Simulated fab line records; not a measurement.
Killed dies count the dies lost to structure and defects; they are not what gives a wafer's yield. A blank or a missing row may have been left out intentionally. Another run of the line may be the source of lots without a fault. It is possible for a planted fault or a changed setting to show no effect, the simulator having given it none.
Problem report in the 8D (eight disciplines) form, filled by code | flow n5_finfet | the parts of the form that need people (team, actions taken, sign-off) are left out

== 1. WHAT IS WRONG ==
Wafers without a fault read 13, standard deviation 5.8; killed_at_M4_up at N5_PASSIVATION_PROBE_49 reads a mean of 147 on 3 wafers belonging to 3 lots. Relative to the usual mean, that is a shift of +23 standard deviations.
First observed at day 15 19:30: wafer L332.5, on prober-01. The record holds 9 wafers of 3 lots with a number at this step. Rule for "out" (also "out of limits"): further than 4 standard deviations from the usual mean. The rest of the wafers with a number are treated as sound.

== 2. WHAT IT IS AND WHAT IT IS NOT ==
question                    | is                                                                                                   | is not
which readings at this step | killed_at_M4_up, defect_limited_yield, killed_dies, sort_bin_5_function, sort_n_pass, sort_yield_pct | killed_at_M0_to_M3, killed_at_contacts, killed_at_front_end, killed_at_other, killed_open, killed_short
which lots                  | L332, L333, L334                                                                                     | -
which wafers of those lots  | L332.5, L333.4, L334.3                                                                               | L332.2, L332.3, L333.1, L333.2, L334.1, L334.2
read on which tools         | prober-01, prober-02                                                                                 | -
when                        | from day 15 19:30                                                                                    | up to then (2 sound wafers); but 4 sound wafers of L333, L334 came after

== 3. WHAT RULES OUT EACH SUSPECT ==
Counting: a tool at a process step up to the reading stays a suspect if it ran every lot that is out. Sound lots after the first of them don't rule it out here, since some wafers of a struck lot are sound.
- rie_diel-04 at N5_BEOL_M5_ETCH_75 (etches underlayer in N2/H2, target depth 6.5 nm, time 5.2 s): kept. It ran every lot that is out, first L332 (day 12 01:42).
- In rie_diel-04 at N5_BEOL_M5_ETCH_75, the wafers that are out were processed in chamber 3 and their sound lot-mates in chambers 0, 1, 2.
Left after counting: rie_diel-04 at N5_BEOL_M5_ETCH_75.

== 4. THE CAUSE (what the simulator had put in) ==
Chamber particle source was rie_diel-04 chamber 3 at N5_BEOL_M5_ETCH_75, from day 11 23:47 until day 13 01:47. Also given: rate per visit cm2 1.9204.
Only this tool survived the counting.

== 5. THE EFFECT CHAIN, in route order ==
Each row: a reading where the mean over the struck wafers with a number is more than 3 standard deviations away from the usual. Only readings for which the record gives a usual standard deviation are gone through. hours: the time from each lot's start at the first step in this table that gives one to its start at this step, as a median over the lots. sigmas: the change in usual standard deviations.
hours | step                    | reading              | usual  | on struck wafers | change | sigmas
0     | N5_PASSIVATION_PROBE_49 | defect_limited_yield | 91.2 % | 79.8             | -11.4  | -8.1
0     | N5_PASSIVATION_PROBE_49 | killed_at_M4_up      | 13     | 147              | +134   | +23
0     | N5_PASSIVATION_PROBE_49 | killed_dies          | 103    | 238              | +135   | +8.5
0     | N5_PASSIVATION_PROBE_49 | killed_on_rim        | 13     | 27               | +14    | +4.0
0     | N5_PASSIVATION_PROBE_49 | sort_bin_5_function  | 5.1 %  | 11.9             | +6.8   | +7.5
0     | N5_PASSIVATION_PROBE_49 | sort_n_pass          | 1077   | 942              | -135   | -8.5
0     | N5_PASSIVATION_PROBE_49 | sort_yield_pct       | 91.2 % | 79.8             | -11.4  | -8.1
Process steps it contains:
- N5_PASSIVATION_PROBE_49

== 6. WHAT WOULD HAVE CAUGHT IT SOONER ==
The fault began at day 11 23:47; the first out-of-limits reading in this record came at day 15 19:30, 92 hours later.
No tool reading at N5_BEOL_M5_ETCH_75 that has a usual standard deviation in the record was out on any struck wafer, so an alarm limit of 4 standard deviations on those readings would not have fired.
Each of the lots that are out, 3 in all, had begun N5_BEOL_M5_ETCH_75 on rie_diel-04 no later than day 15 19:30. Had the tool been put on hold then, not one of them would have been saved.
